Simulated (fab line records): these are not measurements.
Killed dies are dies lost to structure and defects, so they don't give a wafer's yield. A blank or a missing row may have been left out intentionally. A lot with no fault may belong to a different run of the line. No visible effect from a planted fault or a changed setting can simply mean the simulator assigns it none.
Which tool did it?    flow nand_harc    Sampling: 10 lots, 30 wafers, 2 of 1302 route steps

WHAT THE GAUGES READ, wafer by wafer
NHARC_A_CHANNEL_HOLE_D1_OVL_MEAS_11.
lot   measured      on          overlay_x_nm (nm)
L782  day 9 15:21   overlay-02  0.7 0.1 0.3
L783  day 9 16:01   overlay-02  -0.9 -1.1 -1.1
L784  day 10 00:08  overlay-02  -0.7 0.0 -0.4
L786  day 10 13:46  overlay-01  -1.1 -1.0 -0.7
L793  day 13 22:13  overlay-01  21.5 20.9 22.4 21.7 21.6 21.5
L795  day 14 18:47  overlay-01  20.8 20.7 20.9 20.7 20.4 20.6
L794  day 14 20:42  overlay-01  22.7 23.0 22.9 22.6 22.9 22.6
L800  day 16 21:48  overlay-01  -0.3 0.1 0.0
L801  day 16 22:42  overlay-01  0.5 0.1 0.4
L803  day 17 22:47  overlay-01  -0.4 -0.4 -0.7

EACH LOT AND THE TOOL THAT RAN IT (in order: tool; ch and the chambers of the sampled wafers; start)
lot   NHARC_A_CHANNEL_HOLE_D1_EXPOSE_07
L782  arfi_scanner-03 ch 0, day 9 15:07
L783  arfi_scanner-03 ch 0, day 9 15:47
L784  arfi_scanner-01 ch 0, day 9 23:55
L786  arfi_scanner-03 ch 0, day 10 13:33
L793  arfi_scanner-03 ch 0, day 13 21:59
L795  arfi_scanner-03 ch 0, day 14 18:34
L794  arfi_scanner-03 ch 0, day 14 20:28
L800  arfi_scanner-01 ch 0, day 16 21:35
L801  arfi_scanner-01 ch 0, day 16 22:29
L803  arfi_scanner-01 ch 0, day 17 22:33
- NHARC_A_CHANNEL_HOLE_D1_EXPOSE_07: exposes mask HOLE D1, target cd 100 nm.

THE ANSWER, worked out from the rows above alone
Rule: the lots themselves supply what counts as usual. The widest of any qualifying gaps counts: lots, ordered by their means at a reading, are off when they make up no more than a third of the lots, leave a main group of 4 or more, and stand apart from it by 3 or more times the standard deviation of that group's means. A main group whose means are all the same, to the digits that the tables above print for the reading, isn't used. Also off: a lot with no number at a reading for which 4 or more lots have one. Where the step has rows for the other lots, those lots are counted as sound.
Off, at NHARC_A_CHANNEL_HOLE_D1_OVL_MEAS_11 on overlay_x_nm: L793, L795, L794. The main group has a mean of -0.3 nm with a standard deviation of 0.52.
A tool fits if, at a process step before that reading, it ran every lot that is off, and no sound lot after the first of them. Gauges at NHARC_A_CHANNEL_HOLE_D1_OVL_MEAS_11: tried the same way as those tools. One candidate fits, namely arfi_scanner-03 at NHARC_A_CHANNEL_HOLE_D1_EXPOSE_07. Its last sound lot is L786 (day 10 13:33), its first lot that is off L793 (day 13 21:59): a fault that began between those two fits.

WHAT WAS PUT IN BY THE SIMULATOR
Scanner matching overlay: arfi_scanner-03, from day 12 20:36 on, at NHARC_A_CHANNEL_HOLE_D1_EXPOSE_07. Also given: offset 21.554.
Lots struck among those shown: L793, L795, L794. The rule given above showed the same thing.
